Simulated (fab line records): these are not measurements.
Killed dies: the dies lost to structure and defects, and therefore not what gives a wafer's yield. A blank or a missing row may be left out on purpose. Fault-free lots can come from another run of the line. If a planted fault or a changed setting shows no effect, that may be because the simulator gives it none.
fab line records    flow nandHarc
record lots=13  wafers=39  lastDay=34
route steps=1302 shown A_CHANNEL_FILL_D2@619 A_BONDPAD@1203 THIN_TSV@1245 END@1302
lots with no fault: from the same line, run without faults
startH: hours from the record's opening day to when the first of the lot's shown wafers began    waitH: hours since the lot's step before    " the same as in the row above    L1.1+2: a single row standing in for several wafers    - no value, or no start given    * or withheld: withheld    < > ~ a bound
route shown NAME@n: a module of which the file shows steps, and the number in the route of the first    usual: mean and standard deviation over wafers with no fault    same: alike in all rows    chamber/n: place in a boat    sites: the reading at each site    _std_site: standard deviation across them    _edge_site: mean of outer sites minus mean of inner sites    radiusMm: how far each site lies from the wafer's centre    mask NAME#n: copy n    behind: the tool/chamber that last shaped the wafer    hold: cause of the lot's hold/its duration in hours/its outcome    device: the n, p or np transistor that did not switch    end of line: tests of these same wafers at the route's end    step lacking rows: just its recipe    killed: the dies lost at the first sort to structure and to defects; this is not the yield of the wafer    map: per-die view of a wafer (x killed, . not killed, _ where there is no die)
set.NAME: the setting as run; set.NAME@STEP: as run at that earlier step    model.NAME: the simulator's own value behind a step, which no gauge read
steps of the route over a sample of lots; a table a step, a row a wafer
services: when a tool's chamber went out of use (startH, in hours from the record's first day, below 0 if earlier), for how many hours, and the reason
## steps
# step NHARC_A_CHANNEL_FILL_D2_ETCHBACK_19
# recipe targetDepthA=50  timeS=1.7  hbrFlowSccm=150  cl2FlowSccm=50  rfW=400  icpW=400  biasW=100  chemistry=HBr/Cl2
# usual drypumpMotorCurrentA=5.7/0.51  oesProductAu=0.997/0.01  throttleValvePct=26.405/0.0083
lot.wafer  tool      chamber  startH  waitH  drypumpMotorCurrentA  oesProductAu  rfHoursCounterH  throttleValvePct
L767.2     rieSi-06  1        325.05  0.4    5.8                   1.026         0.24             26.402
L767.3     "         0        "       "      5.7                   0.986         0.35             26.399
L767.6     "         1        "       "      5.9                   1.024         -                26.413
L766.2     rieSi-04  0        325.09  0.4    5.2                   0.997         0.93             26.393
L766.4     "         2        "       "      6.3                   0.978         -                26.419
L766.5     "         0        "       "      5.2                   1.002         -                26.408
L770.2     rieSi-03  0        359.33  0.4    4.9                   0.991         0.76             26.389
L770.6     "         1        "       "      6.3                   0.993         -                26.410
L770.4     "         2        "       "      5.9                   0.975         -                26.412
L769.1     rieSi-03  2        364.73  0.4    5.9                   0.966         0.93             26.433
L769.5     "         1        "       "      6.4                   0.997         -                26.410
L769.4     "         2        "       "      5.9                   0.979         -                26.407
L779.1     rieSi-03  3        473.19  0.4    6.2                   0.996         0.38             26.398
L779.3     "         0        "       "      4.9                   1.007         0.37             26.403
L779.5     "         3        "       "      6.2                   0.998         -                26.399
L780.3     rieSi-04  0        479.72  0.4    5.2                   0.987         0.79             26.391
L780.4     "         1        "       "      5.3                   0.988         0.72             26.415
L780.1     "         3        "       "      5.3                   1.000         0.73             26.404
L781.2     rieSi-03  0        479.73  0.4    4.9                   0.994         0.39             26.403
L781.3     "         1        "       "      6.4                   0.992         0.34             26.413
L781.4     "         2        "       "      5.9                   1.025         0.36             26.403
L782.2     rieSi-03  1        489.07  0.4    6.4                   1.005         0.41             26.403
L782.1     "         0        "       "      5.0                   1.013         0.47             26.407
L782.6     "         0        "       "      4.9                   0.998         -                26.408
L783.4     rieSi-03  1        497.03  0.4    6.3                   1.001         0.44             26.395
L783.2     "         2        "       "      5.9                   1.016         0.51             26.403
L783.5     "         0        "       "      4.9                   0.992         -                26.401
L785.3     rieSi-03  0        515.78  0.4    4.9                   0.988         0.57             26.398
L785.4     "         1        "       "      6.4                   0.993         0.50             26.402
L785.5     "         0        "       "      4.9                   0.997         -                26.401
L786.1     rieSi-03  1        521.12  0.4    6.3                   0.999         0.52             26.389
L786.3     "         2        "       "      5.9                   1.004         0.61             26.411
L786.4     "         3        "       "      6.1                   0.993         0.66             26.394
L787.4     rieSi-04  3        542.61  0.4    5.3                   0.990         0.14             26.421
L787.5     "         1        "       "      5.3                   1.007         -                26.396
L787.6     "         2        "       "      6.3                   0.995         -                26.401
L789.4     rieSi-06  0        567.06  0.4    5.7                   0.998         0.90             26.397
L789.2     "         3        "       "      6.2                   1.001         0.92             26.401
L789.6     "         1        "       "      5.9                   1.007         -                26.405
# step NHARC_A_BONDPAD_CMP_29
# recipe targetThkNm=200  material=SiCN
# usual edgeZonePressureFrac=1.000/0.0048  motorCurrentA=11.7/0.75
lot.wafer  tool    chamber  startH  waitH  edgeZonePressureFrac  motorCurrentA
L766.4     cmp-03  3        535.37  -      1.007                 10.8
L766.2     "       0        "       "      0.986                 12.1
L766.5     "       3        "       "      0.999                 11.5
L767.3     cmp-02  1        537.09  -      1.005                 12.7
L767.2     "       0        "       "      1.007                 12.4
L767.6     "       1        "       "      1.001                 12.4
L770.4     cmp-03  2        558.72  -      1.004                 11.4
L770.2     "       1        "       "      0.998                 11.5
L770.6     "       3        "       "      1.004                 10.3
L769.1     cmp-01  1        559.52  -      1.003                 11.6
L769.4     "       2        "       "      1.009                 11.9
L769.5     "       2        "       "      0.999                 12.7
L780.1     cmp-01  1        673.72  -      0.998                 11.8
L780.4     "       2        "       "      0.991                 12.4
L780.3     "       3        "       "      1.007                 11.1
L779.1     cmp-01  1        675.20  -      1.001                 11.3
L779.3     "       2        "       "      1.004                 12.7
L779.5     "       1        "       "      1.004                 11.6
L781.2     cmp-02  2        678.40  -      1.003                 10.9
L781.4     "       0        "       "      0.998                 12.4
L781.3     "       1        "       "      0.995                 12.4
L782.1     cmp-02  2        692.47  -      1.000                 11.5
L782.2     "       0        "       "      1.004                 12.1
L782.6     "       1        "       "      1.002                 12.7
L783.4     cmp-03  0        703.37  -      0.995                 11.4
L783.2     "       1        "       "      1.001                 11.1
L783.5     "       3        "       "      0.999                 11.0
L786.1     cmp-02  3        717.91  -      1.000                 11.4
L786.4     "       0        "       "      1.000                 13.0
L786.3     "       1        "       "      0.997                 12.0
L785.4     cmp-02  1        724.63  -      0.998                 11.7
L785.3     "       2        "       "      1.002                 11.4
L785.5     "       1        "       "      1.001                 12.4
L787.4     cmp-01  1        746.32  -      1.003                 11.3
L787.6     "       3        "       "      0.994                 10.2
L787.5     "       0        "       "      0.997                 11.5
L789.2     cmp-02  3        771.90  -      1.004                 11.1
L789.4     "       0        "       "      1.002                 12.7
L789.6     "       0        "       "      1.005                 12.6
# step NHARC_A_BONDPAD_THK_MEAS_30
# recipe thkMeasGauge=ellipsometry
# usual thkNm=199.7/1.6
lot.wafer  tool          chamber  startH  waitH  thkNm
L766.2     filmMetro-02  -        535.62  0.2    198.2
L766.4     "             -        "       "      199.5
L766.5     "             -        "       "      197.9
L767.2     filmMetro-01  -        537.34  0.2    198.8
L767.3     "             -        "       "      201.4
L767.6     "             -        "       "      200.2
L770.2     filmMetro-01  -        558.97  0.2    200.3
L770.4     "             -        "       "      201.5
L770.6     "             -        "       "      199.5
L769.1     filmMetro-02  -        559.77  0.2    201.1
L769.4     "             -        "       "      197.9
L769.5     "             -        "       "      200.2
L780.1     filmMetro-02  -        673.97  0.2    200.7
L780.3     "             -        "       "      200.5
L780.4     "             -        "       "      200.5
L779.1     filmMetro-01  -        675.42  0.2    201.4
L779.3     "             -        "       "      198.0
L779.5     "             -        "       "      200.7
L781.2     filmMetro-02  -        678.65  0.2    197.6
L781.3     "             -        "       "      198.3
L781.4     "             -        "       "      195.9
L782.1     filmMetro-02  -        692.69  0.2    199.5
L782.2     "             -        "       "      196.9
L782.6     "             -        "       "      200.1
L783.2     filmMetro-01  -        703.60  0.2    199.2
L783.4     "             -        "       "      199.4
L783.5     "             -        "       "      199.4
L786.1     filmMetro-02  -        718.13  0.2    202.3
L786.3     "             -        "       "      199.1
L786.4     "             -        "       "      201.4
L785.3     filmMetro-01  -        724.85  0.2    201.8
L785.4     "             -        "       "      201.0
L785.5     "             -        "       "      200.5
L787.4     filmMetro-01  -        746.52  0.2    202.5
L787.5     "             -        "       "      201.0
L787.6     "             -        "       "      199.3
L789.2     filmMetro-02  -        772.15  0.2    202.1
L789.4     "             -        "       "      197.3
L789.6     "             -        "       "      198.7
# step NHARC_THIN_TSV_CMP_01
# recipe targetThkUm=3
# usual edgeZonePressureFrac=1.000/0.0053  motorCurrentA=11.4/1.1
lot.wafer  tool    chamber  startH  waitH  edgeZonePressureFrac  motorCurrentA
L766.4     cmp-04  0        549.92  0.4    1.001                 9.2
L766.2     "       1        "       "      0.998                 11.8
L766.5     "       0        "       "      1.002                 8.8
L767.2     cmp-04  0        551.16  0.9    1.002                 9.7
L767.3     "       1        "       "      0.995                 12.8
L767.6     "       0        "       "      1.005                 8.9
L769.4     cmp-01  2        573.34  0.4    1.003                 12.8
L769.1     "       3        "       "      1.007                 11.1
L769.5     "       3        "       "      0.997                 10.6
L770.2     cmp-01  2        574.56  0.8    0.996                 12.4
L770.4     "       1        "       "      1.006                 11.4
L770.6     "       3        "       "      0.996                 10.9
L779.1     cmp-03  0        688.24  1.1    0.996                 12.0
L779.3     "       1        "       "      1.003                 11.4
L779.5     "       3        "       "      1.005                 10.9
L780.1     cmp-01  1        689.41  1.0    1.001                 11.1
L780.4     "       2        "       "      1.005                 13.1
L780.3     "       3        "       "      0.992                 11.0
L781.2     cmp-04  0        695.90  0.8    0.997                 9.7
L781.3     "       1        "       "      0.999                 12.9
L781.4     "       3        "       "      1.003                 11.9
L782.1     cmp-03  1        707.73  1.1    1.004                 12.2
L782.2     "       3        "       "      1.001                 11.5
L782.6     "       1        "       "      1.005                 11.6
L783.4     cmp-01  2        717.71  0.4    1.000                 11.7
L783.2     "       1        "       "      1.011                 11.6
L783.5     "       3        "       "      0.998                 10.5
L786.4     cmp-01  3        731.36  0.4    1.003                 11.1
L786.1     "       0        "       "      0.992                 12.5
L786.3     "       1        "       "      0.999                 12.0
L785.4     cmp-01  2        745.42  0.5    1.002                 13.1
L785.3     "       3        "       "      1.002                 10.4
L785.5     "       2        "       "      1.002                 12.6
L787.4     cmp-04  1        761.51  0.5    0.989                 12.7
L787.6     "       2        "       "      1.007                 11.4
L787.5     "       3        "       "      1.001                 11.9
L789.2     cmp-04  0        786.37  0.8    1.005                 9.3
L789.4     "       2        "       "      0.997                 11.4
L789.6     "       0        "       "      1.002                 9.0
# step NHARC_END_SORT_01
# recipe tempC=25
# usual killedAtArray=59/16  killedAtOther=0.7/1.1  killedAtPeriphery=4/3  killedDies=64/16  killedOpen=3.4/1.8  killedShort=2.6/1.7
# same grossDies=677
lot.wafer  tool       chamber  startH  waitH  killedAtArray  killedAtOther  killedAtPeriphery  killedDies  killedOpen  killedShort
L780.1     prober-02  0        705.03  2.5    145            0              5                  150         5           1
L780.3     prober-02  0        706.61  3.1    47             0              5                  52          4           2
L780.4     prober-02  0        707.41  3.4    61             2              5                  68          2           2
# killed by level:class
L780.1 A_CHANNEL_FILL_D2:unspecified=87 A_SLIT:chamberFilmFlake=21 A_CHANNEL_HOLE_D2:chamberFilmFlake=13 A_CHANNEL_HOLE_D1:chamberFilmFlake=6 A_CONTACT:chamberFilmFlake=6 A_WL_FILL:chamberFilmFlake=4 P_GATE:chamberFilmFlake=2 A_STAIRCASE:chamberFilmFlake=2
L780.3 A_SLIT:chamberFilmFlake=14 A_CHANNEL_HOLE_D1:chamberFilmFlake=10 A_CHANNEL_HOLE_D2:chamberFilmFlake=6 A_CONTACT:chamberFilmFlake=6 A_WL_FILL:chamberFilmFlake=4 P_CONTACT:chamberFilmFlake=3 P_M2:geometricParticle:open=1 A_CHANNEL_HOLE_D1:geometricParticle:short=1
L780.4 A_SLIT:chamberFilmFlake=27 A_CHANNEL_HOLE_D2:chamberFilmFlake=15 A_CHANNEL_HOLE_D1:chamberFilmFlake=6 A_STAIRCASE:chamberFilmFlake=5 A_CONTACT:chamberFilmFlake=5 P_CONTACT:chamberFilmFlake=2 THIN_TSV:chamberFilmFlake=2 P_M0:geometricParticle:open=1
## services
tool      chamber  startH  hours  kind
cmp-02    -        332.97  4.0    pm
cmp-01    -        340.61  0.6    repair
rieSi-03  3        353.47  16.0   repair
cmp-01    -        372.65  3.7    repair
cmp-01    -        381.57  4.0    pm
rieSi-03  -        398.05  9.0    pm
cmp-02    -        406.10  1.1    repair
cmp-02    -        429.71  0.2    repair
cmp-02    -        430.97  4.0    pm
cmp-01    -        479.57  4.0    pm
rieSi-03  3        487.31  2.8    repair
rieSi-03  -        506.15  1.5    repair
rieSi-03  2        530.79  7.9    repair
rieSi-03  3        533.03  3.3    repair
cmp-01    -        541.98  1.6    repair
rieSi-03  0        550.21  11.5   repair
rieSi-03  -        575.05  9.0    pm
cmp-01    -        577.57  4.0    pm
cmp-01    -        660.57  3.5    repair
cmp-01    -        675.57  4.0    pm
rieSi-03  1        709.26  3.9    repair
rieSi-03  -        752.05  9.0    pm
cmp-01    -        752.55  0.4    repair
cmp-01    -        773.57  4.0    pm
## key
firstSign step=NHARC_END_SORT_01  reading=killedDies  direction=up  sigmas=5.2  usual=64  struck=150
effect step=NHARC_END_SORT_01  reading=killedAtArray  direction=up  sigmas=5.2  usual=59  struck=145
moreKillsBornAt NHARC_A_CHANNEL_FILL_D2_ETCHBACK_19@rieSi-04=87
metAt NHARC_A_CHANNEL_FILL_D2_ETCHBACK_19
struckLots L780
struckWafers L780.1
testerLeftOut L780
notActingAt NHARC_A_BONDPAD_CMP_29,NHARC_A_BONDPAD_THK_MEAS_30,NHARC_THIN_TSV_CMP_01
fault kind=chamberParticleSource  tool=rieSi-04  chamber=3  onsetH=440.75  steps=NHARC_A_CHANNEL_FILL_D2_ETCHBACK_19  ratePerVisitCm2=0.73505  endH=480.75
# testerLeftOut: of these lots the tester's yield and bins aren't shown, on N5 and GAA mostly nor the transistor test; their killed dies are dies lost to structure and defects alone, not to doping, threshold or leakage, so they don't give the yield
